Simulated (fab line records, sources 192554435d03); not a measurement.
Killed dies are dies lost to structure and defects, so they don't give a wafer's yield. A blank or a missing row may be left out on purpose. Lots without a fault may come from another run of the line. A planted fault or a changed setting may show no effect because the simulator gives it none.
Problem report in the 8D (eight disciplines) form, filled by code | flow n5_finfet | the parts of the form that need people (team, actions taken, sign-off) are left out

1. THE PROBLEM
exposure_dose_mJ_cm2 at N5_BEOL_M10_EXPOSE_25 reads a mean of 83.75 on 8 wafers of 3 lots; wafers without a fault read 85.45 with a standard deviation of 0.1. That is -17 standard deviations from the usual mean.
The step: exposes mask V9.
First seen on wafer L211.1, day 11 04:40, on arfi_scanner-01. The record holds 32 wafers of 11 lots with a number at this step. Rule for "out", or "out of limits": more than 4 standard deviations from the usual mean. The other wafers with a number count as sound.

2. WHAT IT IS AND WHAT IT IS NOT
question                    | is                     | is not
which readings at this step | exposure_dose_mJ_cm2   | -
which lots                  | L211, L213, L216       | L207, L208, L209, L214, L221, L223, L225, L228
which wafers of those lots  | all that have a number | -
read on which tools         | arfi_scanner-01        | arfi_scanner-02, arfi_scanner-03
when                        | from day 11 04:40      | up to then (9 sound wafers); but 15 sound wafers of L214, L221, L223, L225, L228 came after

3. SUSPECTS, AND WHAT RULES EACH OUT
Counting: a tool at a process step up to the reading stays a suspect if it ran every lot that is out and no sound lot after the first of them.
- arfi_scanner-01 at N5_BEOL_M10_EXPOSE_25 (exposes mask V9): kept. It ran every lot that is out, first L211 (day 11 04:40), and no sound lot after that; its last sound lot up to then is L209 (day 10 21:12). Its own readings are out on those wafers: exposure_dose_mJ_cm2.
Left after counting: arfi_scanner-01 at N5_BEOL_M10_EXPOSE_25.

4. THE CAUSE (what the simulator had put in)
Process parameter drift: arfi_scanner-01, from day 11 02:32 on, at N5_BEOL_M10_EXPOSE_25. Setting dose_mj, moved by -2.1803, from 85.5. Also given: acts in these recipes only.
Counting left only this tool.

5. THE CHAIN OF EFFECTS, in route order
Each row: a reading whose mean over the struck wafers that have a number lies more than 3 standard deviations from the usual. Only readings for which the record gives a usual standard deviation are gone through. hours: the time from each lot's start at the first step in this table that gives one to its start at this step, as a median over the lots. sigmas: the change in usual standard deviations.
hours | step                  | reading              | usual | on struck wafers | change | sigmas
0     | N5_BEOL_M10_EXPOSE_25 | exposure_dose_mJ_cm2 | 85.45 | 83.75            | -1.70  | -17
The process steps in it:
- N5_BEOL_M10_EXPOSE_25: exposes mask V9.

6. WHAT WOULD HAVE CAUGHT IT SOONER
In this record the first reading out of limits was taken at day 11 04:40, 2 hours after the fault began at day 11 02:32.
